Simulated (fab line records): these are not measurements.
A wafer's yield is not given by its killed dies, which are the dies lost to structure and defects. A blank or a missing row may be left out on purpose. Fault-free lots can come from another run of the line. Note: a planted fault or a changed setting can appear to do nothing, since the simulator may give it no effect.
Matching of chambers || flow nand-harc || NHARC_A_STAIRCASE_CMP_450 on cmp-02 has 4 sister chambers
The step polishes SiO2, target thk 200 nm. 8 wafers are shown with their chamber, then 11 later ones without.

## EACH WAFER AND ITS CHAMBER
{"wafer": "L085.2", "chamber": 0, "motor-current-A (A)": 11.5, "edge-zone-pressure-frac": 0.990}
{"wafer": "L087.1", "chamber": 2, "motor-current-A (A)": 10.1, "edge-zone-pressure-frac": 0.999}
{"wafer": "L087.2", "chamber": 1, "motor-current-A (A)": 10.1, "edge-zone-pressure-frac": 1.004}
{"wafer": "L087.3", "chamber": 0, "motor-current-A (A)": 11.7, "edge-zone-pressure-frac": 0.998}
{"wafer": "L091.4", "chamber": 3, "motor-current-A (A)": 11.0, "edge-zone-pressure-frac": 0.998}
{"wafer": "L091.5", "chamber": 2, "motor-current-A (A)": 10.6, "edge-zone-pressure-frac": 0.989}
{"wafer": "L091.6", "chamber": 3, "motor-current-A (A)": 10.6, "edge-zone-pressure-frac": 0.996}
{"wafer": "L090.1", "chamber": 1, "motor-current-A (A)": 10.0, "edge-zone-pressure-frac": 0.999}

## WAFERS WITH NO CHAMBER GIVEN
{"wafer": "L090.3", "motor-current-A (A)": 12.0, "edge-zone-pressure-frac": 1.007}
{"wafer": "L090.5", "motor-current-A (A)": 10.6, "edge-zone-pressure-frac": 1.002}
{"wafer": "L095.3", "motor-current-A (A)": 10.6, "edge-zone-pressure-frac": 1.000}
{"wafer": "L095.5", "motor-current-A (A)": 12.1, "edge-zone-pressure-frac": 0.991}
{"wafer": "L095.6", "motor-current-A (A)": 10.9, "edge-zone-pressure-frac": 0.989}
{"wafer": "L096.1", "motor-current-A (A)": 11.0, "edge-zone-pressure-frac": 1.006}
{"wafer": "L096.2", "motor-current-A (A)": 10.9, "edge-zone-pressure-frac": 1.001}
{"wafer": "L096.3", "motor-current-A (A)": 10.8, "edge-zone-pressure-frac": 0.992}
{"wafer": "L097.1", "motor-current-A (A)": 10.4, "edge-zone-pressure-frac": 0.995}
{"wafer": "L097.3", "motor-current-A (A)": 10.5, "edge-zone-pressure-frac": 1.002}
{"wafer": "L097.4", "motor-current-A (A)": 11.9, "edge-zone-pressure-frac": 1.015}

## EACH ONE'S CHAMBER
{"wafer": "L090.3", "from the rows above": 0, "in truth": 0}
{"wafer": "L090.5", "from the rows above": "can't be placed: 3 or 2 or 1", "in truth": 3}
{"wafer": "L095.3", "from the rows above": "can't be placed: 3 or 2 or 1", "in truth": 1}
{"wafer": "L095.5", "from the rows above": 0, "in truth": 0}
{"wafer": "L095.6", "from the rows above": "can't be placed: 3 or 2 or 0", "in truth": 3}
{"wafer": "L096.1", "from the rows above": "can't be placed: 3 or 0 or 2", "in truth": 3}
{"wafer": "L096.2", "from the rows above": "can't be placed: 3 or 2", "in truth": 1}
{"wafer": "L096.3", "from the rows above": "can't be placed: 3 or 2", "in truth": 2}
{"wafer": "L097.1", "from the rows above": "can't be placed: 2 or 3 or 1", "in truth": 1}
{"wafer": "L097.3", "from the rows above": "can't be placed: 3 or 2 or 1", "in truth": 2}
{"wafer": "L097.4", "from the rows above": "can't be placed: 0 or 3", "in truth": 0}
2 of 11 placed correctly. Unplaceable from these rows: 9, with the true chamber sitting among the candidates in 8. Wrongly placed: 0.
How it was worked out, from the rows above alone: a wafer's distance from a chamber is the root of the sum, over the readings, of the square of ((its reading less the chamber's mean) divided by the reading's scatter). If the next closest chamber is less than 2 further off than the closest, the wafer can't be placed; otherwise it belongs to the closest. Each chamber's mean is taken over the wafers shown for it. The scatter: the root of (the sum of the squares of (reading less its chamber's mean) over the shown wafers, divided by (wafers less chambers)).
